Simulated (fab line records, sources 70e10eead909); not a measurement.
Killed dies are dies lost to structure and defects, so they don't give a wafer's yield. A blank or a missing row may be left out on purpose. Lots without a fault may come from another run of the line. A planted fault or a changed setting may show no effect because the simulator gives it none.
Problem report in the 8D (eight disciplines) form, filled by code | flow nand_harc | the parts of the form that need people (team, actions taken, sign-off) are left out

1. THE PROBLEM
cd_nm at NHARC_THIN_TSV_CD_MEAS_37 reads a mean of 4983.5 nm on 6 wafers of 2 lots; wafers without a fault read 4999.5 nm with a standard deviation of 2.2. That is -7.3 standard deviations from the usual mean.
First seen on wafer L316.2, day 28 00:52, on cd_sem-02. The record holds 36 wafers of 12 lots with a number at this step. Rule for "out", or "out of limits": more than 4 standard deviations from the usual mean. The other wafers with a number count as sound.

2. WHAT IT IS AND WHAT IT IS NOT
question                    | is                     | is not
which readings at this step | cd_nm                  | -
which lots                  | L315, L316             | L304, L305, L310, L312, L320, L321, L322, L323, L326, L327
which wafers of those lots  | all that have a number | -
read on which gauges        | cd_sem-02, cd_sem-03   | cd_sem-01
when                        | from day 28 00:52      | up to then (12 sound wafers); but 18 sound wafers of L320, L321, L322, L323, L326, L327 came after

3. SUSPECTS, AND WHAT RULES EACH OUT
Counting: a tool at a process step up to the reading stays a suspect if it ran every lot that is out and no sound lot after the first of them.
- the gauge at NHARC_THIN_TSV_CD_MEAS_37: ruled out. The wafers that are out were read on 2 gauges (cd_sem-02, cd_sem-03).
- pecvd-04 at NHARC_THIN_TSV_DEP_47 (deposits SiO2, target thk 200 nm): ruled out as a lasting fault. Sound lots L322, L323 ran on it after its first lot that is out, L316 (day 27 19:23).
- rie_metal-01 at NHARC_THIN_TSV_ETCH_59 (etches the open film in Cl2/BCl3, target depth 880 nm, time 138.1 s): ruled out as a lasting fault. Sound lots L323, L326 ran on it after its first lot that is out, L316 (day 27 23:44).
Left after counting: nothing in the record.

4. THE CAUSE (what the simulator had put in)
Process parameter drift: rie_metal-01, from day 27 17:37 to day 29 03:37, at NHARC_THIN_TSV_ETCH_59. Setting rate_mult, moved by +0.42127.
Counting ruled it out, wrongly: the rule takes a fault to strike every lot that its tool runs from its start on, and this one did not.

5. THE CHAIN OF EFFECTS, in route order
Each row: a reading whose mean over the struck wafers that have a number lies more than 3 standard deviations from the usual. Only readings for which the record gives a usual standard deviation are gone through. hours: the time from each lot's start at the first step in this table that gives one to its start at this step, as a median over the lots. sigmas: the change in usual standard deviations.
hours | step                      | reading        | usual      | on struck wafers | change | sigmas
0     | NHARC_THIN_TSV_ETCH_59    | oes_product_au | 1.001 a.u. | 1.266            | +0.265 | +41
1     | NHARC_THIN_TSV_CD_MEAS_37 | cd_nm          | 4999.5 nm  | 4983.5           | -16.0  | -7.3
The process steps in it:
- NHARC_THIN_TSV_ETCH_59: etches the open film in Cl2/BCl3, target depth 880 nm, time 138.1 s.
Later measuring or inspecting steps at which every struck wafer that the step has a row for has a number for every such reading, and none has moved that far: NHARC_END_SORT_01.

6. WHAT WOULD HAVE CAUGHT IT SOONER
In this record the first reading out of limits at a measuring or inspecting step was taken at day 28 00:52, 7 hours after the fault began at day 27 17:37.
The tool's own readings at NHARC_THIN_TSV_ETCH_59 were out on every struck wafer that the step has a row for (oes_product_au): an alarm limit on them would have fired on the first of those.
